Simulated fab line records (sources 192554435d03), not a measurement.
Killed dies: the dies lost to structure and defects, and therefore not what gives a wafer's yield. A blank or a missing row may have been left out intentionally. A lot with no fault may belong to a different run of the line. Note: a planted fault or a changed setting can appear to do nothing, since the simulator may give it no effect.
Which of the tools did it? ; flow n5_finfet ; 26 wafers from 9 lots sampled at 6 of the route's 1938 steps

== WHAT EACH GAUGE READ, for each wafer ==
N5_STI_FIN_REVEAL_INSPECT_13: inspects for defects (darkfield). Usual: raw_defect_count at 12, with a standard deviation of 6.3.
lot;measured;on;raw_defect_count;flag
L860;day 2 18:52;defect_inspect-01;8 6 8;
L861;day 3 01:28;defect_inspect-02;9 15 14;
L862;day 3 07:26;defect_inspect-01;9 10 17;
L864;day 3 20:24;defect_inspect-02;5 17 9;
L875;day 6 16:37;defect_inspect-01;366 6 324;OFF
L876;day 6 19:45;defect_inspect-02;15 344 3;OFF
L877;day 7 01:48;defect_inspect-01;22 3 23;
L878;day 7 06:27;defect_inspect-02;14 22 32;
L880;day 7 19:41;defect_inspect-01;9 13;

N5_BEOL_M4_RC_MEAS_101. Usual: DIBL_N 36.5 mV/V, standard deviation 1.8; DIBL_P 36.5 mV/V, standard deviation 2.1; IOFF_N 0.17 nA/um, standard deviation 0.031; IOFF_P 0.22 nA/um, standard deviation 0.036; ION_N 677 uA/um, standard deviation 11; ION_P 463 uA/um, standard deviation 8; SS_N 71.6 mV/dec, standard deviation 0.61; SS_P 73.3 mV/dec, standard deviation 0.63; VT_N 249 mV, standard deviation 3.1; VT_P -250 mV, standard deviation 3.3.
lot;measured;on;DIBL_N (mV/V);DIBL_P (mV/V);IOFF_N (nA/um);IOFF_P (nA/um);ION_N (uA/um);ION_P (uA/um);SS_N (mV/dec);SS_P (mV/dec);VT_N (mV);VT_P (mV);flag
L860;day 8 08:12;prober-01;37.0 34.9 37.0;37.2 34.1 35.9;0.18 0.14 0.17;0.21 0.16 0.19;689 662 683;466 451 453;71.7 70.4 71.9;73.5 72.6 73.4;244 251 248;-254 -255 -254;
L861;day 8 12:54;prober-01;34.9 37.1 34.9;36.3 39.6 36.8;0.16 0.19 0.16;0.17 0.23 0.18;684 679 673;455 464 457;71.6 71.9 71.8;73.8 74.0 72.7;249 246 249;-252 -251 -255;
L862;day 8 14:43;prober-02;40.8 37.6 37.2;41.5 38.2 36.6;0.23 0.17 0.15;0.26 0.20 0.18;683 688 675;462 465 454;72.8 71.1 71.1;74.2 73.7 73.3;245 248 251;-250 -253 -255;
L864;day 9 10:14;prober-01;38.5 34.7 36.1;38.5 34.7 35.5;0.21 0.14 0.15;0.26 0.20 0.20;694 681 679;476 468 469;72.0 71.0 71.7;73.7 72.8 73.1;242 250 250;-245 -248 -249;
L875;day 12 07:37;prober-01;36.3 35.7 38.1;36.7 34.7 38.7;0.15 0.13 0.18;0.20 0.17 0.23;667 663 690;456 460 463;71.2 70.9 71.9;72.9 72.3 73.2;251 252 249;-250 -252 -249;
L876;day 12 10:10;prober-01;33.8 37.1 35.9;31.6 35.1 33.6;0.12 0.19 0.17;0.16 0.22 0.19;667 681 668;455 460 455;70.6 71.2 71.5;71.7 73.0 73.0;252 245 247;-252 -246 -251;
L877;day 12 13:29;prober-02;38.7 35.6 38.0;39.5 35.4 37.7;0.19 0.13 0.17;0.25 0.19 0.22;680 669 669;469 461 460;71.8 71.8 72.6;73.7 73.0 73.1;247 253 249;-249 -252 -249;
L878;day 12 10:23;prober-02;37.5 36.0 36.7;38.0 36.8 37.7;0.20 0.18 0.19;0.29 0.27 0.30;688 694 692;475 482 478;72.0 71.0 71.7;73.8 73.5 73.9;246 246 248;-242 -243 -241;
L880;day 13 21:04;prober-02;33.1 36.2;32.2 36.9;0.11 0.17;0.17 0.22;649 664;458 463;70.5 72.0;72.9 72.4;253 251;-252 -249;

== WHICH TOOL RAN EACH LOT (tool, then ch and the chambers of the sampled wafers, then the start) ==
lot;N5_FIN_CUT_ETCH_30;N5_FIN_CUT_CUT_ETCH_26;N5_STI_FIN_REVEAL_ALD_00;N5_STI_FIN_REVEAL_OXIDATION_33
L860;rie_diel-01 ch 2,3, day 2 09:11;rie_diel-01 ch 2,3, day 2 09:36;ald_sin-02 ch 2,3, day 2 10:10;plasma_asher-01 ch 0,1, day 2 18:35
L861;rie_diel-01 ch 0,2,3, day 2 15:11;rie_diel-01 ch 0,2,3, day 2 15:36;ald_sin-03 ch 0,2, day 2 16:10;plasma_asher-01 ch 0,1, day 3 01:12
L862;rie_diel-01 ch 0,2,3, day 2 21:29;rie_diel-01 ch 0,2,3, day 2 21:54;ald_sin-02 ch 0,2,3, day 2 22:43;plasma_asher-02 ch 0,1, day 3 07:09
L864;rie_diel-01 ch 0,1, day 3 09:21;rie_diel-01 ch 0,1, day 3 09:46;ald_sin-01 ch 2,3, day 3 11:03;plasma_asher-02 ch 0,1, day 3 20:08
L875;rie_diel-02 ch 1,2,3, day 6 07:02;rie_diel-02 ch 1,2,3, day 6 07:26;ald_sin-03 ch 0,2,3, day 6 07:57;plasma_asher-02 ch 0,1, day 6 16:20
L876;rie_diel-06 ch 1,2,3, day 6 10:05;rie_diel-06 ch 1,2,3, day 6 10:29;ald_sin-01 ch 2,3, day 6 10:59;plasma_asher-02 ch 0,1, day 6 19:28
L877;rie_diel-02 ch 0,2,3, day 6 15:44;rie_diel-02 ch 0,2,3, day 6 16:08;ald_sin-02 ch 2,3, day 6 17:02;plasma_asher-01 ch 0,1, day 7 01:31
L878;rie_diel-01 ch 0,2,3, day 6 20:52;rie_diel-01 ch 0,2,3, day 6 21:16;ald_sin-02 ch 0,2,3, day 6 21:46;plasma_asher-01 ch 0,1, day 7 06:10
L880;rie_diel-02 ch 1,3, day 7 09:38;rie_diel-02 ch 1,3, day 7 10:02;ald_sin-02 ch 0,3, day 7 11:01;plasma_asher-01 ch 1, day 7 19:24
- N5_FIN_CUT_ETCH_30: etches underlayer in N2/H2, target depth 13 nm, time 10.4 s.
- N5_FIN_CUT_CUT_ETCH_26: etches SiNx in CH3F/O2, target depth 39 nm, time 55.7 s.
- N5_STI_FIN_REVEAL_ALD_00: deposits SiO2, target thk 1 nm, pulse time 1 s.
- N5_STI_FIN_REVEAL_OXIDATION_33: chemistry O2 PLASMA REMOTE, time 20 s.

== WHAT THE TOOLS THEMSELVES READ (means of the sampled wafers that have a number; where no wafer has one, the mark that the record gives instead) ==
N5_FIN_CUT_ETCH_30. Usual: drypump_motor_current_A 5.7 A, standard deviation 0.39; etch_rf_on_time_s 10.38 s, standard deviation 0.26; oes_product_au 0.66 a.u., standard deviation 0.07; rf_vpp_V 524.2 V, standard deviation 2.4; showerhead_plenum_p_Torr 2.55 Torr, standard deviation 0.081; throttle_valve_pct 17.83 %, standard deviation 0.21.
lot;tool;drypump_motor_current_A (A);etch_rf_on_time_s (s);oes_product_au (a.u.);rf_vpp_V (V);showerhead_plenum_p_Torr (Torr);throttle_valve_pct (%);flag
L860;rie_diel-01;5.7;10.45;0.68;525.4;2.59;17.69;
L861;rie_diel-01;5.6;10.35;0.70;526.3;2.60;17.73;
L862;rie_diel-01;5.6;10.38;0.70;526.1;2.60;17.74;
L864;rie_diel-01;5.7;10.31;0.76;524.2;2.54;17.75;
L875;rie_diel-02;5.8;10.52;0.62;524.1;2.53;17.82;
L876;rie_diel-06;5.4;10.08;0.67;525.7;2.59;17.84;
L877;rie_diel-02;6.0;10.57;0.60;524.3;2.52;18.04;
L878;rie_diel-01;5.6;10.25;0.68;525.1;2.59;17.78;
L880;rie_diel-02;5.8;10.68;0.61;522.2;2.48;17.73;

N5_FIN_CUT_CUT_ETCH_26. Usual: CH3F_flow_sccm 29.99 sccm, standard deviation 0.085; drypump_motor_current_A 5.7 A, standard deviation 0.39; oes_ar_750_au 0.77 a.u., standard deviation 0.078; oes_product_au 0.77 a.u., standard deviation 0.082; rf_vpp_V 295 V, standard deviation 3.9; showerhead_plenum_p_Torr 2.01 Torr, standard deviation 0.06; throttle_valve_pct 16.35 %, standard deviation 0.24.
lot;tool;CH3F_flow_sccm (sccm);drypump_motor_current_A (A);oes_ar_750_au (a.u.);oes_product_au (a.u.);rf_vpp_V (V);showerhead_plenum_p_Torr (Torr);throttle_valve_pct (%);flag
L860;rie_diel-01;29.96;5.7;0.81;0.80;295;2.04;16.13;
L861;rie_diel-01;29.96;5.6;0.83;0.82;295;2.05;16.27;
L862;rie_diel-01;30.01;5.6;0.82;0.82;297;2.05;16.26;
L864;rie_diel-01;30.07;5.7;0.89;0.90;300;2.02;16.40;
L875;rie_diel-02;29.91;5.8;0.73;0.72;291;1.99;16.29;
L876;rie_diel-06;30.06;5.4;0.78;0.78;299;2.04;16.34;
L877;rie_diel-02;29.95;6.0;0.71;0.70;294;1.98;16.58;
L878;rie_diel-01;30.07;5.6;0.80;0.79;296;2.04;16.33;
L880;rie_diel-02;29.97;5.8;0.72;0.72;289;1.94;16.25;

N5_STI_FIN_REVEAL_ALD_00. Usual: heater_power_w 484 W, standard deviation 50; precursor_pulse_height_rel 0.998, standard deviation 0.022.
lot;tool;heater_power_w (W);precursor_pulse_height_rel;flag
L860;ald_sin-02;514;0.986;
L861;ald_sin-03;457;0.995;
L862;ald_sin-02;490;0.984;
L864;ald_sin-01;525;1.003;
L875;ald_sin-03;483;0.989;
L876;ald_sin-01;499;1.008;
L877;ald_sin-02;507;1.019;
L878;ald_sin-02;483;1.042;
L880;ald_sin-02;491;0.985;

N5_STI_FIN_REVEAL_OXIDATION_33. Usual: drypump_motor_current_A 5.6 A, standard deviation 0.4; heater_power_w 143 W, standard deviation 15; o2_flow_sccm 3001 sccm, standard deviation 9.
lot;tool;drypump_motor_current_A (A);heater_power_w (W);o2_flow_sccm (sccm);flag
L860;plasma_asher-01;5.8;134;2994;
L861;plasma_asher-01;5.8;131;3001;
L862;plasma_asher-02;5.6;157;2998;
L864;plasma_asher-02;5.6;155;3000;
L875;plasma_asher-02;5.6;156;2994;
L876;plasma_asher-02;5.3;143;2999;
L877;plasma_asher-01;5.8;136;3004;
L878;plasma_asher-01;5.8;133;2999;
L880;plasma_asher-01;5.9;141;3004;

== THE ANSWER, worked out from the rows above alone ==
Rule: lot off if the mean of its wafers having a number is beyond 3 standard deviations from the usual mean. A lot without any number at a reading at which 4 lots or more have one is off too. All remaining lots with rows at the step are treated as sound. First the gauges in route order, then the tools' own readings, where a lot's mean is used as printed above. The first step at which some lot is off is used, and at that step the reading that is off furthest; a lot without a number counts as furthest.
Off: L875, L876, at N5_STI_FIN_REVEAL_INSPECT_13 (raw_defect_count).
A tool fits if, at a process step before that reading, it ran every lot that is off, and no sound lot after the first of them. Those tools and the gauges at N5_STI_FIN_REVEAL_INSPECT_13 are tried in the same way. One fits: N5_STI_FIN_REVEAL_OXIDATION_33 on plasma_asher-02. Its last sound lot is L864 (day 3 20:08), its first lot that is off L875 (day 6 16:20): a fault that began between those two fits.

== WHAT WAS PUT IN BY THE SIMULATOR ==
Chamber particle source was plasma_asher-02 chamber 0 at N5_STI_FIN_REVEAL_OXIDATION_33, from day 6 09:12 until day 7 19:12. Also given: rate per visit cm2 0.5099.
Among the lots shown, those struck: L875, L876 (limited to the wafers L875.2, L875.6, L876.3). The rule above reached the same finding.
